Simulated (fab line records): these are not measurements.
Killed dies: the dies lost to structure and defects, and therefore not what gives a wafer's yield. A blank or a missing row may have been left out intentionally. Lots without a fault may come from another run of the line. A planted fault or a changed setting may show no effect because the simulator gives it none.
A single fault, viewed from 3 desks + flow n5-finfet + each desk has only its own numbers; what lay behind them comes last

== THE DEFECT DESK ==
What the inspections along the route counted, lot by lot: means of the sampled wafers that have a number. Marked OUT: a lot whose mean sits more than 4 standard deviations from the usual mean, which makes it out of limits; the brackets give that distance.
Columns: A = raw-defect-count at N5_BEOL_M6_INSPECT_30, usual 414
| lot  | first seen here | A   |
|------|-----------------|-----|
| L788 | day 8 18:47     | 445 |
| L791 | day 9 17:58     | 489 |
| L794 | day 10 16:37    | 478 |
| L803 | day 13 06:39    | 378 |
| L807 | day 13 21:52    | 500 |
| L808 | day 14 05:07    | 329 |
Result from this desk: across the 6 lots, nothing is out of limits.

== AT THE METROLOGY DESK ==
Means of the sampled wafers that have a number, per lot and without regard to the tool the lot ran on: this is what the gauges read. Marked OUT: a lot whose mean sits more than 4 standard deviations from the usual mean, which makes it out of limits; the brackets give that distance.
Columns: A = cd-nm at N5_BEOL_M6_CD_MEAS_28, usual 40.19 nm; B = V5_OVL at N5_BEOL_M6_OVL_MEAS_29, usual 0.1 nm
| lot  | first seen here | A     | B    |
|------|-----------------|-------|------|
| L788 | day 8 18:42     | 40.23 | -0.3 |
| L791 | day 9 17:53     | 39.93 | 0.8  |
| L794 | day 10 16:31    | 40.00 | -0.3 |
| L803 | day 13 06:34    | 40.10 | -0.7 |
| L807 | day 13 21:47    | 40.40 | -0.6 |
| L808 | day 14 05:01    | 40.28 | 0.6  |
Result from this desk: across the 6 lots, nothing is out of limits.

== FOR THE TOOL OWNER'S DESK: rie-diel-06 ==
The tool's own readings at N5_BEOL_M6_ETCH_66 (etches SOC in N2/H2, target depth 80 nm, overetch 16 nm, time 120 s): means of the sampled wafers that have a number, for each lot that ran on this tool. Marked OUT: a lot whose mean sits more than 4 standard deviations from the usual mean, which makes it out of limits; the brackets give that distance.
Columns: A = chamber-pressure-mTorr at N5_BEOL_M6_ETCH_66, usual 29.999 mTorr; B = drypump-motor-current-A at N5_BEOL_M6_ETCH_66, usual 6.1 A; C = oes-product-au at N5_BEOL_M6_ETCH_66, usual 0.62 a.u.; D = rf-vpp-V at N5_BEOL_M6_ETCH_66, usual 524.5 V; E = showerhead-plenum-p-Torr at N5_BEOL_M6_ETCH_66, usual 2.57 Torr; F = throttle-valve-pct at N5_BEOL_M6_ETCH_66, usual 17.84 %
| lot  | first seen here | A      | B   | C    | D     | E    | F     |
|------|-----------------|--------|-----|------|-------|------|-------|
| L788 | day 8 19:11     | 29.973 | 6.1 | 0.66 | 526.5 | 2.62 | 17.79 |
| L791 | day 9 18:39     | 29.989 | 6.2 | 0.71 | 524.2 | 2.60 | 17.61 |
| L794 | day 10 16:43    | 30.029 | 6.0 | 0.63 | 524.1 | 2.56 | 17.80 |
| L803 | day 13 06:46    | 30.000 | 6.2 | 0.67 | 525.3 | 2.58 | 17.67 |
| L807 | day 13 21:59    | 30.002 | 6.3 | 0.66 | 524.4 | 2.58 | 17.68 |
| L808 | day 14 05:13    | 29.970 | 5.8 | 0.61 | 523.8 | 2.56 | 17.91 |
Result from this desk: across the 6 lots, nothing is out of limits.

== TAKEN TOGETHER ==
Nothing the defect desk looked at was out of limits.
Nothing out of limits was seen by the metrology desk.
The tool owner's desk saw nothing out of limits.

== WHAT HAD BEEN PUT IN BY THE SIMULATOR ==
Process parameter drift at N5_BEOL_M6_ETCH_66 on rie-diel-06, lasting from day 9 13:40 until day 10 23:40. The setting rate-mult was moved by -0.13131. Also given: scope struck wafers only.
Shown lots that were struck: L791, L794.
